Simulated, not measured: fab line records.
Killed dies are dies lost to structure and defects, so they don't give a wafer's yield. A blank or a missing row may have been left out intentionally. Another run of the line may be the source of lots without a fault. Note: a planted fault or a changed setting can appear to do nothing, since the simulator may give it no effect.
fab line records + flow n5_finfet
record
- lots=6
- wafers=18
- last_day=16
route steps=1938 shown BEOL_M9@1427 PASSIVATION@1936
lots untouched by any fault: they come from a run of this same line in which no faults occurred
start_h: hours from the record's opening day to when the first of the lot's shown wafers began + wait_h: hours since the lot's step before + " repeats the value in the row above + L1.1+2: a row that stands for several wafers + - no value, or no start was given + * or withheld: withheld + < > ~ a bound
route shown NAME@n: names a module that has steps shown in the file, with the first one's number in the route + usual: mean/standard deviation of fault-free wafers + same: alike in all rows + chamber/n: place in a boat + sites: the reading at each site + _std_site: the standard deviation of these + _edge_site: inner sites' mean taken away from outer sites' mean + radius_mm: how far each site lies from the wafer's centre + mask NAME#n: copy n + behind: the last tool/chamber to shape the wafer + hold: cause of the lot's hold/its duration in hours/its outcome + device: names the non-switching transistor (n, p or np) + end of line: the tests these same wafers got at the end of their route + a step given without rows: its recipe and nothing more + killed: dies that structure and defects cost at the first sort, which is not the same as the wafer's yield + map: a wafer's dies, marking killed ones x, the rest . and places with no die _
set.NAME: the run value of the setting; set.NAME@STEP: its run value at that earlier step + model.NAME: the simulator's own value behind a step, which no gauge read
lots at selected steps of the route; one table per step, one row per wafer
services: a tool's chamber out of use, with start hour (start_h, from the record's first day; less than 0 if before it), hours out, and reason
## steps
# step N5_BEOL_M9_COAT_75
# recipe
- resist=underlayer
- temp_c=205
- time_s=60
- spin_rpm=1500
- resist_thk_nm=5
# step N5_BEOL_M9_COAT_22
# recipe
- resist=CAR-EUV
- spin_rpm=1500
- resist_thk_nm=30
# step N5_BEOL_M9_EBR_24
# recipe
- solvent=PGMEA
- ebr_width_mm=1.5
# step N5_BEOL_M9_SOFTBAKE_23
# recipe
- temp_c=110
- time_s=60
- resist=CAR-EUV
# step N5_BEOL_M9_EXPOSE_25
# recipe
- mask_id=V8
- na=0.33
- source_shape=annular
- sigma_inner=0.4
- sigma_outer=0.8
- polarization=unpolarized
- dose_mj=37.25
# step N5_BEOL_M9_PEB_26
# recipe
- peb_temp_c=100
- peb_time_s=60
- resist=CAR-EUV
# step N5_BEOL_M9_DEVELOP_27
# recipe
- develop_time_s=30
- developer=TMAH
- resist=CAR-EUV
- rinse_liquid=surfactant_rinse
- dry=air_spin
- dev_temp_c=23
# step N5_BEOL_M9_CD_MEAS_28
# recipe
- target_cd_nm=70
- landing_energy_ev=500
- detector=se_inlens
- polarity=opening
# usual
- cd_nm=70.02/0.25
| lot.wafer | tool      | chamber | start_h | wait_h | cd_nm |
|-----------|-----------|---------|---------|--------|-------|
| L176.2    | cd_sem-03 | 0       | 216.71  | -      | 70.05 |
| L176.3    | "         | 0       | "       | "      | 70.18 |
| L176.5    | "         | 0       | "       | "      | 69.88 |
| L174.1    | cd_sem-01 | 0       | 228.74  | -      | 70.57 |
| L174.2    | "         | 0       | "       | "      | 70.28 |
| L174.4    | "         | 0       | "       | "      | 70.33 |
| L180.1    | cd_sem-02 | 0       | 271.23  | -      | 69.75 |
| L180.3    | "         | 0       | "       | "      | 69.63 |
| L180.6    | "         | 0       | "       | "      | 70.00 |
| L183.2    | cd_sem-01 | 0       | 275.18  | -      | 70.21 |
| L183.4    | "         | 0       | "       | "      | 70.29 |
| L183.6    | "         | 0       | "       | "      | 69.93 |
| L188.2    | cd_sem-03 | 0       | 300.90  | -      | 70.01 |
| L188.5    | "         | 0       | "       | "      | 69.81 |
| L188.6    | "         | 0       | "       | "      | 70.09 |
| L191.2    | cd_sem-03 | 0       | 326.60  | -      | 70.35 |
| L191.3    | "         | 0       | "       | "      | 69.52 |
| L191.6    | "         | 0       | "       | "      | 70.03 |
# step N5_BEOL_M9_OVL_MEAS_29
# recipe
- points_per_wafer=522
# usual
- V8_OVL=0.0/0.7
| lot.wafer | tool       | chamber | start_h | wait_h | V8_OVL[nm] |
|-----------|------------|---------|---------|--------|------------|
| L176.2    | overlay-01 | 0       | 216.75  | 0.0    | -0.9       |
| L176.3    | "          | 0       | "       | "      | 0.7        |
| L176.5    | "          | 0       | "       | "      | 0.2        |
| L174.1    | overlay-01 | 0       | 228.77  | 0.0    | -0.1       |
| L174.2    | "          | 0       | "       | "      | 0.6        |
| L174.4    | "          | 0       | "       | "      | 0.3        |
| L180.1    | overlay-02 | 0       | 271.26  | 0.0    | -0.1       |
| L180.3    | "          | 0       | "       | "      | -0.1       |
| L180.6    | "          | 0       | "       | "      | -1.1       |
| L183.2    | overlay-01 | 0       | 275.21  | 0.0    | -0.5       |
| L183.4    | "          | 0       | "       | "      | -0.1       |
| L183.6    | "          | 0       | "       | "      | -0.2       |
| L188.2    | overlay-02 | 0       | 300.94  | 0.0    | -1.3       |
| L188.5    | "          | 0       | "       | "      | -0.3       |
| L188.6    | "          | 0       | "       | "      | -1.3       |
| L191.2    | overlay-02 | 0       | 326.64  | 0.0    | 1.0        |
| L191.3    | "          | 0       | "       | "      | 0.7        |
| L191.6    | "          | 0       | "       | "      | 0.7        |
# step N5_BEOL_M9_INSPECT_30
# recipe
- mode=adi
- inspect_instrument=brightfield
# usual
- raw_defect_count=414/90
| lot.wafer | tool              | chamber | start_h | wait_h | raw_defect_count |
|-----------|-------------------|---------|---------|--------|------------------|
| L176.2    | defect_inspect-01 | -       | 216.80  | 0.0    | 462              |
| L176.3    | "                 | -       | "       | "      | 570              |
| L176.5    | "                 | -       | "       | "      | 589              |
| L174.1    | defect_inspect-02 | -       | 228.83  | 0.1    | 339              |
| L174.2    | "                 | -       | "       | "      | 286              |
| L174.4    | "                 | -       | "       | "      | 448              |
| L180.1    | defect_inspect-01 | -       | 271.32  | 0.1    | 604              |
| L180.3    | "                 | -       | "       | "      | 643              |
| L180.6    | "                 | -       | "       | "      | 651              |
| L183.2    | defect_inspect-01 | -       | 275.26  | 0.0    | 419              |
| L183.4    | "                 | -       | "       | "      | 377              |
| L183.6    | "                 | -       | "       | "      | 374              |
| L188.2    | defect_inspect-02 | -       | 300.99  | 0.0    | 414              |
| L188.5    | "                 | -       | "       | "      | 332              |
| L188.6    | "                 | -       | "       | "      | 282              |
| L191.2    | defect_inspect-02 | -       | 326.69  | 0.0    | 331              |
| L191.3    | "                 | -       | "       | "      | 446              |
| L191.6    | "                 | -       | "       | "      | 418              |
# step N5_BEOL_M9_DESCUM_33
# recipe
- chemistry=O2
- time_s=7
- source_power_w=50
- bias_power_w=20
- pressure_mtorr=20
- rf_frequency_hz=2.712e+07
- temp_c=40
- resist=CAR-EUV
- o2_flow_sccm=225
# usual
- drypump_motor_current_A=5.8/0.51
- oes_product_au=0.80/0.078
- rf_vpp_V=243.4/1.4
- showerhead_plenum_p_Torr=2.10/0.077
- throttle_valve_pct=20.43/0.21
| lot.wafer | tool        | chamber | start_h | wait_h | drypump_motor_current_A | oes_product_au | rf_hours_counter_h | rf_vpp_V | showerhead_plenum_p_Torr | throttle_valve_pct |
|-----------|-------------|---------|---------|--------|-------------------------|----------------|--------------------|----------|--------------------------|--------------------|
| L176.2    | rie_diel-05 | 2       | 216.83  | 0.0    | 5.4                     | 0.73           | 192                | 244.0    | 2.07                     | 20.75              |
| L176.3    | "           | 0       | "       | "      | 5.7                     | 0.94           | 14                 | 242.3    | 2.06                     | 20.07              |
| L176.5    | "           | 3       | "       | "      | 5.8                     | 0.95           | -                  | 245.9    | 2.24                     | 20.32              |
| L174.1    | rie_diel-02 | 3       | 229.00  | 0.2    | 6.6                     | 0.90           | 27                 | 242.6    | 2.15                     | 20.21              |
| L174.2    | "           | 1       | "       | "      | 5.5                     | 0.73           | 179                | 245.3    | 2.17                     | 20.56              |
| L174.4    | "           | 3       | "       | "      | 6.6                     | 0.91           | -                  | 243.8    | 2.15                     | 20.21              |
| L180.1    | rie_diel-05 | 3       | 271.35  | 0.0    | 5.7                     | 0.92           | 20                 | 244.6    | 2.23                     | 20.33              |
| L180.3    | "           | 0       | "       | "      | 5.7                     | 0.92           | 27                 | 243.5    | 2.05                     | 20.10              |
| L180.6    | "           | 3       | "       | "      | 5.8                     | 0.91           | -                  | 244.9    | 2.23                     | 20.34              |
| L183.2    | rie_diel-05 | 0       | 275.30  | 0.0    | 5.7                     | 0.90           | 28                 | 242.1    | 2.06                     | 20.12              |
| L183.4    | "           | 3       | "       | "      | 5.7                     | 0.91           | 21                 | 245.8    | 2.23                     | 20.31              |
| L183.6    | "           | 3       | "       | "      | 5.7                     | 0.91           | -                  | 244.1    | 2.23                     | 20.34              |
| L188.2    | rie_diel-06 | 3       | 301.02  | 0.0    | 6.5                     | 0.79           | 113                | 243.7    | 2.03                     | 20.52              |
| L188.5    | "           | 0       | "       | "      | 5.7                     | 0.81           | -                  | 245.3    | 2.11                     | 20.07              |
| L188.6    | "           | 3       | "       | "      | 6.6                     | 0.80           | -                  | 242.3    | 2.03                     | 20.53              |
| L191.2    | rie_diel-02 | 3       | 326.86  | 0.2    | 6.6                     | 0.85           | 58                 | 243.0    | 2.14                     | 20.25              |
| L191.3    | "           | 1       | "       | "      | 5.5                     | 0.71           | 210                | 244.2    | 2.16                     | 20.62              |
| L191.6    | "           | 3       | "       | "      | 6.5                     | 0.85           | -                  | 243.8    | 2.14                     | 20.25              |
# step N5_BEOL_M9_ETCH_76
# recipe
- chemistry=N2/H2
- target=underlayer
- target_depth_a=65
- mask_material=CAR-EUV
- time_s=5.2
- ion_energy_ev=200
- pressure_mtorr=30
- source_w=840
- bias_w=150
- n2_flow_sccm=200
- h2_flow_sccm=200
- ends=cleared
# usual
- drypump_motor_current_A=5.8/0.51
- etch_rf_on_time_s=5.20/0.099
- h2_flow_sccm=199.9/0.59
- oes_product_au=0.68/0.065
- rf_vpp_V=524.1/2.8
- showerhead_plenum_p_Torr=2.55/0.092
- throttle_valve_pct=17.88/0.26
| lot.wafer | tool        | chamber | start_h | wait_h | drypump_motor_current_A | etch_rf_on_time_s | h2_flow_sccm | oes_product_au | rf_hours_counter_h | rf_vpp_V | showerhead_plenum_p_Torr | throttle_valve_pct |
|-----------|-------------|---------|---------|--------|-------------------------|-------------------|--------------|----------------|--------------------|----------|--------------------------|--------------------|
| L176.2    | rie_diel-05 | 2       | 216.87  | 0.0    | 5.4                     | 5.09              | 200.2        | 0.63           | 192                | 524.3    | 2.53                     | 18.32              |
| L176.3    | "           | 0       | "       | "      | 5.7                     | 5.10              | 198.8        | 0.80           | 14                 | 523.2    | 2.50                     | 17.52              |
| L176.5    | "           | 3       | "       | "      | 5.7                     | 5.04              | 199.8        | 0.82           | -                  | 529.1    | 2.71                     | 17.78              |
| L174.1    | rie_diel-02 | 3       | 229.03  | 0.0    | 6.6                     | 5.08              | 199.3        | 0.78           | 27                 | 524.6    | 2.59                     | 17.47              |
| L174.2    | "           | 1       | "       | "      | 5.6                     | 5.29              | 199.7        | 0.62           | 179                | 525.1    | 2.64                     | 18.10              |
| L174.4    | "           | 3       | "       | "      | 6.6                     | 5.06              | 199.9        | 0.77           | -                  | 524.3    | 2.59                     | 17.47              |
| L180.1    | rie_diel-05 | 3       | 271.39  | 0.0    | 5.7                     | 5.13              | 200.4        | 0.78           | 20                 | 531.9    | 2.70                     | 17.81              |
| L180.3    | "           | 0       | "       | "      | 5.6                     | 5.02              | 200.7        | 0.77           | 27                 | 523.3    | 2.49                     | 17.54              |
| L180.6    | "           | 3       | "       | "      | 5.7                     | 5.11              | 200.1        | 0.77           | -                  | 530.8    | 2.70                     | 17.80              |
| L183.2    | rie_diel-05 | 0       | 275.33  | 0.0    | 5.7                     | 5.12              | 199.9        | 0.77           | 28                 | 523.4    | 2.49                     | 17.54              |
| L183.4    | "           | 3       | "       | "      | 5.7                     | 5.11              | 200.2        | 0.78           | 21                 | 528.4    | 2.70                     | 17.79              |
| L183.6    | "           | 3       | "       | "      | 5.7                     | 5.15              | 199.7        | 0.77           | -                  | 529.8    | 2.70                     | 17.80              |
| L188.2    | rie_diel-06 | 3       | 301.06  | 0.0    | 6.6                     | 5.19              | 199.4        | 0.67           | 113                | 523.8    | 2.46                     | 17.86              |
| L188.5    | "           | 0       | "       | "      | 5.7                     | 5.18              | 200.0        | 0.68           | -                  | 524.4    | 2.58                     | 17.66              |
| L188.6    | "           | 3       | "       | "      | 6.6                     | 5.21              | 200.8        | 0.69           | -                  | 522.4    | 2.46                     | 17.87              |
| L191.2    | rie_diel-02 | 3       | 326.89  | 0.0    | 6.6                     | 5.08              | 199.2        | 0.74           | 58                 | 525.4    | 2.58                     | 17.52              |
| L191.3    | "           | 1       | "       | "      | 5.5                     | 5.26              | 200.6        | 0.60           | 210                | 526.1    | 2.63                     | 18.17              |
| L191.6    | "           | 3       | "       | "      | 6.6                     | 5.05              | 199.6        | 0.73           | -                  | 525.1    | 2.58                     | 17.53              |
# step N5_BEOL_M9_ETCH_65
# recipe
- chemistry=CF4
- target=SiARC
- target_depth_a=156
- mask_material=CAR-EUV
- time_s=26
- ion_energy_ev=80
- pressure_mtorr=40
- source_w=545
- bias_w=36
- Ar_flow_sccm=100
- cf4_flow_sccm=100
- ends=cleared
# usual
- cf4_flow_sccm=100.0/0.3
- drypump_motor_current_A=5.8/0.51
- etch_rf_on_time_s=26.0/0.46
- oes_product_au=0.68/0.065
- rf_vpp_V=184.1/1.2
- showerhead_plenum_p_Torr=2.15/0.075
- throttle_valve_pct=15.60/0.24
| lot.wafer | tool        | chamber | start_h | wait_h | cf4_flow_sccm | drypump_motor_current_A | etch_rf_on_time_s | oes_product_au | rf_hours_counter_h | rf_vpp_V | showerhead_plenum_p_Torr | throttle_valve_pct |
|-----------|-------------|---------|---------|--------|---------------|-------------------------|-------------------|----------------|--------------------|----------|--------------------------|--------------------|
| L176.2    | rie_diel-05 | 2       | 216.89  | 0.0    | 99.7          | 5.4                     | 25.5              | 0.63           | 192                | 183.7    | 2.13                     | 15.97              |
| L176.3    | "           | 0       | "       | "      | 100.4         | 5.6                     | 25.6              | 0.79           | 14                 | 183.5    | 2.10                     | 15.16              |
| L176.5    | "           | 3       | "       | "      | 99.8          | 5.7                     | 25.9              | 0.81           | -                  | 186.4    | 2.28                     | 15.45              |
| L174.1    | rie_diel-02 | 3       | 229.05  | 0.0    | 99.6          | 6.6                     | 25.5              | 0.77           | 27                 | 184.2    | 2.18                     | 15.27              |
| L174.2    | "           | 1       | "       | "      | 100.2         | 5.5                     | 26.2              | 0.63           | 179                | 182.8    | 2.21                     | 15.70              |
| L174.4    | "           | 3       | "       | "      | 99.5          | 6.6                     | 25.3              | 0.77           | -                  | 184.6    | 2.18                     | 15.26              |
| L180.1    | rie_diel-05 | 3       | 271.40  | 0.0    | 77.1          | 5.7                     | 26.5              | 0.76           | 20                 | 184.6    | 2.11                     | 14.52              |
| L180.3    | "           | 0       | "       | "      | 77.7          | 5.7                     | 26.2              | 0.77           | 27                 | 183.2    | 1.94                     | 14.25              |
| L180.6    | "           | 3       | "       | "      | 77.6          | 5.7                     | 26.4              | 0.77           | -                  | 185.8    | 2.11                     | 14.52              |
| L183.2    | rie_diel-05 | 0       | 275.35  | 0.0    | 77.1          | 5.6                     | 26.5              | 0.76           | 28                 | 184.0    | 1.93                     | 14.24              |
| L183.4    | "           | 3       | "       | "      | 77.6          | 5.7                     | 26.6              | 0.77           | 21                 | 185.1    | 2.11                     | 14.52              |
| L183.6    | "           | 3       | "       | "      | 77.9          | 5.7                     | 26.6              | 0.76           | -                  | 185.0    | 2.11                     | 14.54              |
| L188.2    | rie_diel-06 | 3       | 301.07  | 0.0    | 99.9          | 6.5                     | 26.0              | 0.68           | 113                | 184.3    | 2.07                     | 15.63              |
| L188.5    | "           | 0       | "       | "      | 100.1         | 5.7                     | 25.6              | 0.70           | -                  | 185.2    | 2.16                     | 15.34              |
| L188.6    | "           | 3       | "       | "      | 99.5          | 6.6                     | 25.9              | 0.68           | -                  | 182.6    | 2.07                     | 15.63              |
| L191.2    | rie_diel-02 | 3       | 326.91  | 0.0    | 100.3         | 6.6                     | 25.5              | 0.73           | 58                 | 184.9    | 2.17                     | 15.33              |
| L191.3    | "           | 1       | "       | "      | 99.9          | 5.6                     | 26.3              | 0.60           | 210                | 185.1    | 2.20                     | 15.78              |
| L191.6    | "           | 3       | "       | "      | 99.5          | 6.6                     | 25.7              | 0.72           | -                  | 183.7    | 2.17                     | 15.34              |
# step N5_BEOL_M9_ETCH_66
# recipe
- chemistry=N2/H2
- target=SOC
- target_depth_a=800
- overetch_a=160
- mask_material=SiARC
- temp_c=40
- time_s=120
- ion_energy_ev=200
- pressure_mtorr=30
- source_w=840
- bias_w=150
- n2_flow_sccm=200
- h2_flow_sccm=200
# usual
- drypump_motor_current_A=5.8/0.51
- h2_flow_sccm=199.9/0.54
- oes_product_au=0.61/0.054
- rf_vpp_V=524.0/2.7
- showerhead_plenum_p_Torr=2.55/0.092
- throttle_valve_pct=17.84/0.26
| lot.wafer | tool        | chamber | start_h | wait_h | drypump_motor_current_A | h2_flow_sccm | oes_product_au | rf_hours_counter_h | rf_vpp_V | showerhead_plenum_p_Torr | throttle_valve_pct |
|-----------|-------------|---------|---------|--------|-------------------------|--------------|----------------|--------------------|----------|--------------------------|--------------------|
| L176.2    | rie_diel-05 | 2       | 216.91  | 0.0    | 5.4                     | 200.3        | 0.56           | 192                | 521.9    | 2.53                     | 18.24              |
| L176.3    | "           | 0       | "       | "      | 5.6                     | 199.0        | 0.70           | 14                 | 522.6    | 2.50                     | 17.47              |
| L176.5    | "           | 3       | "       | "      | 5.7                     | 200.0        | 0.73           | -                  | 530.4    | 2.71                     | 17.73              |
| L174.1    | rie_diel-02 | 3       | 229.08  | 0.0    | 6.6                     | 199.3        | 0.68           | 27                 | 525.3    | 2.59                     | 17.42              |
| L174.2    | "           | 1       | "       | "      | 5.6                     | 200.5        | 0.56           | 179                | 526.3    | 2.64                     | 18.07              |
| L174.4    | "           | 3       | "       | "      | 6.6                     | 200.3        | 0.68           | -                  | 524.9    | 2.59                     | 17.40              |
| L180.1    | rie_diel-05 | 3       | 271.43  | 0.0    | 5.8                     | 200.4        | 0.69           | 20                 | 528.0    | 2.70                     | 17.76              |
| L180.3    | "           | 0       | "       | "      | 5.6                     | 200.7        | 0.69           | 28                 | 521.4    | 2.49                     | 17.51              |
| L180.6    | "           | 3       | "       | "      | 5.8                     | 200.5        | 0.69           | -                  | 528.7    | 2.70                     | 17.74              |
| L183.2    | rie_diel-05 | 0       | 275.38  | 0.0    | 5.7                     | 200.3        | 0.68           | 28                 | 523.3    | 2.49                     | 17.50              |
| L183.4    | "           | 3       | "       | "      | 5.8                     | 199.1        | 0.70           | 21                 | 529.2    | 2.70                     | 17.76              |
| L183.6    | "           | 3       | "       | "      | 5.7                     | 199.7        | 0.69           | -                  | 529.1    | 2.70                     | 17.76              |
| L188.2    | rie_diel-06 | 3       | 301.10  | 0.0    | 6.5                     | 198.1        | 0.60           | 113                | 520.6    | 2.46                     | 17.84              |
| L188.5    | "           | 0       | "       | "      | 5.8                     | 200.3        | 0.62           | -                  | 525.3    | 2.58                     | 17.62              |
| L188.6    | "           | 3       | "       | "      | 6.6                     | 198.9        | 0.61           | -                  | 521.0    | 2.46                     | 17.85              |
| L191.2    | rie_diel-02 | 3       | 326.94  | 0.0    | 6.6                     | 200.7        | 0.64           | 59                 | 524.6    | 2.58                     | 17.49              |
| L191.3    | "           | 1       | "       | "      | 5.5                     | 200.1        | 0.55           | 210                | 526.5    | 2.63                     | 18.13              |
| L191.6    | "           | 3       | "       | "      | 6.6                     | 200.3        | 0.64           | -                  | 525.7    | 2.58                     | 17.47              |
# step N5_PASSIVATION_PROBE_49
# usual
- defect_limited_yield=91.2/1.5
- killed_at_M0_to_M3=35/11
- killed_at_M4_up=13/5.6
- killed_at_contacts=13/6.3
- killed_at_front_end=38/12
- killed_at_other=3.7/2.9
- killed_dies=104/18
- killed_open=69/13
- killed_short=34/8.3
- sort_bin_5_function=5.2/0.95
- sort_bin_6_memory=3.3/0.68
- sort_n_pass=1076/18
- sort_yield_pct=91.2/1.5
# same
- gross_dies=1180
- killed_at_back_side=0
- sort_bin_4_leakage[%]=0
- sort_bin_8_speed[%]=0
| lot.wafer | tool      | chamber | start_h | wait_h | defect_limited_yield[%] | killed_at_M0_to_M3 | killed_at_M4_up | killed_at_contacts | killed_at_front_end | killed_at_other | killed_dies | killed_open | killed_short | sort_bin_5_function[%] | sort_bin_6_memory[%] | sort_n_pass | sort_yield_pct[%] |
|-----------|-----------|---------|---------|--------|-------------------------|--------------------|-----------------|--------------------|---------------------|-----------------|-------------|-------------|--------------|------------------------|----------------------|-------------|-------------------|
| L176.2    | prober-01 | -       | 268.15  | 0.1    | 91.8                    | 28                 | 23              | 8                  | 36                  | 2               | 97          | 66          | 29           | 4.6                    | 3.6                  | 1083        | 91.8              |
| L176.3    | prober-01 | -       | 268.20  | 0.1    | 92.4                    | 33                 | 16              | 7                  | 31                  | 3               | 90          | 64          | 25           | 4.6                    | 2.7                  | 1090        | 92.4              |
| L176.5    | prober-01 | -       | 268.30  | 0.2    | 90.5                    | 33                 | 23              | 11                 | 41                  | 4               | 112         | 76          | 36           | 5.8                    | 3.5                  | 1068        | 90.5              |
| L180.1    | prober-02 | -       | 332.95  | 0.0    | 89.6                    | 47                 | 16              | 12                 | 44                  | 4               | 123         | 73          | 48           | 6.0                    | 3.9                  | 1057        | 89.6              |
| L180.3    | prober-02 | -       | 333.05  | 0.1    | 91.5                    | 50                 | 4               | 7                  | 37                  | 2               | 100         | 67          | 30           | 4.8                    | 3.5                  | 1080        | 91.5              |
| L180.6    | prober-02 | -       | 333.20  | 0.3    | 90.5                    | 39                 | 10              | 7                  | 50                  | 6               | 112         | 62          | 49           | 5.2                    | 3.4                  | 1068        | 90.5              |
| L183.4    | prober-01 | -       | 337.99  | 0.2    | 87.5                    | 65                 | 11              | 6                  | 59                  | 6               | 147         | 96          | 48           | 7.5                    | 4.5                  | 1033        | 87.5              |
| L183.6    | prober-01 | -       | 338.09  | 0.3    | 92.1                    | 36                 | 9               | 10                 | 34                  | 4               | 93          | 59          | 31           | 3.7                    | 4.2                  | 1087        | 92.1              |
| L188.2    | prober-01 | -       | 364.77  | 0.1    | 90.8                    | 37                 | 10              | 13                 | 47                  | 2               | 109         | 74          | 35           | 5.3                    | 3.6                  | 1071        | 90.8              |
| L188.5    | prober-01 | -       | 364.92  | 0.2    | 90.5                    | 40                 | 13              | 12                 | 46                  | 1               | 112         | 76          | 35           | 5.8                    | 3.5                  | 1068        | 90.5              |
| L188.6    | prober-01 | -       | 364.97  | 0.3    | 89.8                    | 32                 | 6               | 25                 | 53                  | 4               | 120         | 74          | 45           | 6.4                    | 3.6                  | 1060        | 89.8              |
| L191.6    | prober-02 | -       | 394.42  | 0.3    | 91.1                    | 47                 | 21              | 11                 | 25                  | 1               | 105         | 73          | 29           | 5.3                    | 3.4                  | 1075        | 91.1              |
# killed by level:class
L176.2 BEOL_M4:geometric_particle:short=9 FIN_SAQP:geometric_particle:open=8 BEOL_M3:geometric_particle:open=7 BEOL_M5:geometric_particle:open=7 MOL_CONTACT_COAG:geometric_particle:open=6 BEOL_M0_SAQP:geometric_particle:open=6 GATE_CUT:geometric_particle:short=5 BEOL_M2:geometric_particle:open=5
L176.3 BEOL_M3:geometric_particle:open=13 FIN_SAQP:geometric_particle:open=7 BEOL_M4:geometric_particle:open=7 GATE_CUT:geometric_particle:open=6 MOL_CONTACT_COAG:geometric_particle:open=6 GATE_CUT:geometric_particle:short=5 BEOL_M0_SAQP:geometric_particle:short=5 BEOL_M2:geometric_particle:open=5
L176.5 BEOL_M3:geometric_particle:open=18 GATE_CUT:geometric_particle:open=17 GATE_CUT:geometric_particle:short=10 BEOL_M4:geometric_particle:open=9 MOL_CONTACT_COAG:geometric_particle:open=8 BEOL_M3:geometric_particle:short=5 BEOL_M0_SAQP:geometric_particle:open=4 MOL_CONTACT_COAG:geometric_particle:short=3
L180.1 FIN_SAQP:geometric_particle:short=18 BEOL_M1:geometric_particle:open=14 BEOL_M0_SAQP:geometric_particle:open=12 MOL_CONTACT_COAG:geometric_particle:open=8 BEOL_M2:geometric_particle:open=8 STI_FIN_REVEAL:geometric_particle:open=6 FIN_SAQP:geometric_particle:open=5 MOL_CONTACT_COAG:geometric_particle:short=4
L180.3 BEOL_M2:geometric_particle:open=17 BEOL_M3:geometric_particle:open=11 DUMMY_GATE:geometric_particle:open=9 STI_FIN_REVEAL:geometric_particle:open=8 BEOL_M1:geometric_particle:open=6 FIN_SAQP:geometric_particle:short=5 MOL_CONTACT_COAG:geometric_particle:open=5 BEOL_M3:geometric_particle:short=4
L180.6 FIN_SAQP:geometric_particle:short=16 FIN_SAQP:geometric_particle:open=14 BEOL_M0_SAQP:geometric_particle:short=9 BEOL_M3:geometric_particle:open=7 BEOL_M0_SAQP:geometric_particle:open=7 BEOL_M2:geometric_particle:open=6 STARTING-WAFER:geometric_particle:open=5 STI_FIN_REVEAL:geometric_particle:open=4
L183.4 BEOL_M0_SAQP:geometric_particle:open=27 STI_FIN_REVEAL:geometric_particle:open=20 BEOL_M0_SAQP:geometric_particle:short=19 BEOL_M1:geometric_particle:open=9 FIN_SAQP:geometric_particle:short=6 FIN_SAQP:geometric_particle:open=5 MOL_CONTACT_COAG:geometric_particle:open=5 BEOL_M2:geometric_particle:open=5
L183.6 BEOL_M0_SAQP:geometric_particle:open=10 BEOL_M0_SAQP:geometric_particle:short=10 STI_FIN_REVEAL:geometric_particle:open=8 MOL_CONTACT_COAG:geometric_particle:open=8 BEOL_M3:geometric_particle:open=8 FIN_SAQP:geometric_particle:short=7 BEOL_M4:geometric_particle:open=6 BEOL_M2:geometric_particle:open=5
L188.2 FIN_SAQP:geometric_particle:open=17 MOL_CONTACT_COAG:geometric_particle:open=12 BEOL_M0_SAQP:geometric_particle:open=11 BEOL_M0_SAQP:geometric_particle:short=10 FIN_SAQP:geometric_particle:short=8 STI_FIN_REVEAL:geometric_particle:open=7 BEOL_M3:geometric_particle:open=6 BEOL_M2:geometric_particle:open=5
L188.5 BEOL_M3:geometric_particle:open=13 FIN_SAQP:geometric_particle:short=12 MOL_CONTACT_COAG:geometric_particle:open=10 FIN_SAQP:geometric_particle:open=9 STI_FIN_REVEAL:geometric_particle:open=9 BEOL_M0_SAQP:geometric_particle:open=9 BEOL_M4:geometric_particle:open=8 BEOL_M0_SAQP:geometric_particle:short=7
L188.6 MOL_CONTACT_COAG:geometric_particle:open=19 FIN_SAQP:geometric_particle:short=16 FIN_SAQP:geometric_particle:open=9 BEOL_M3:geometric_particle:open=9 STI_FIN_REVEAL:geometric_particle:open=8 MOL_CONTACT_COAG:geometric_particle:short=6 DUMMY_GATE:geometric_particle:open=6 GATE_CUT:geometric_particle:short=5
L191.6 BEOL_M3:geometric_particle:open=12 BEOL_M2:geometric_particle:open=11 BEOL_M4:geometric_particle:open=10 BEOL_M0_SAQP:geometric_particle:open=9 MOL_CONTACT_COAG:geometric_particle:open=8 BEOL_M0_SAQP:geometric_particle:short=8 STI_FIN_REVEAL:geometric_particle:open=5 GATE_CUT:geometric_particle:short=4
## services
| tool        | chamber | start_h | hours | kind   |
|-------------|---------|---------|-------|--------|
| rie_diel-05 | -       | 197.43  | 0.5   | repair |
| rie_diel-06 | 2       | 297.63  | 7.9   | repair |
| rie_diel-05 | 3       | 298.23  | 8.0   | repair |
| rie_diel-06 | -       | 302.99  | 14.6  | pm     |
| rie_diel-02 | 0       | 316.48  | 3.8   | repair |
## key
first_sign
- step=N5_BEOL_M9_ETCH_65
- reading=cf4_flow_sccm
- direction=down
- sigmas=75
- usual=100.0
- struck=77.5
effect
- step=N5_BEOL_M9_ETCH_65
- reading=throttle_valve_pct
- direction=down
- sigmas=4.9
- usual=*
- struck=*
met_at N5_BEOL_M9_ETCH_65
struck_wafers L180.1,L180.3,L180.6,L183.2,L183.4,L183.6
onset_between 216.89 271.40
fault
- kind=process_parameter_drift
- tool=rie_diel-05
- chamber=-
- onset_h=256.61
- steps=N5_BEOL_M9_ETCH_65
- channel=cf4_flow_sccm
- offset=-22.5
- shape=step
- end_h=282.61
- acts_in=these_recipes_only
- stated=100
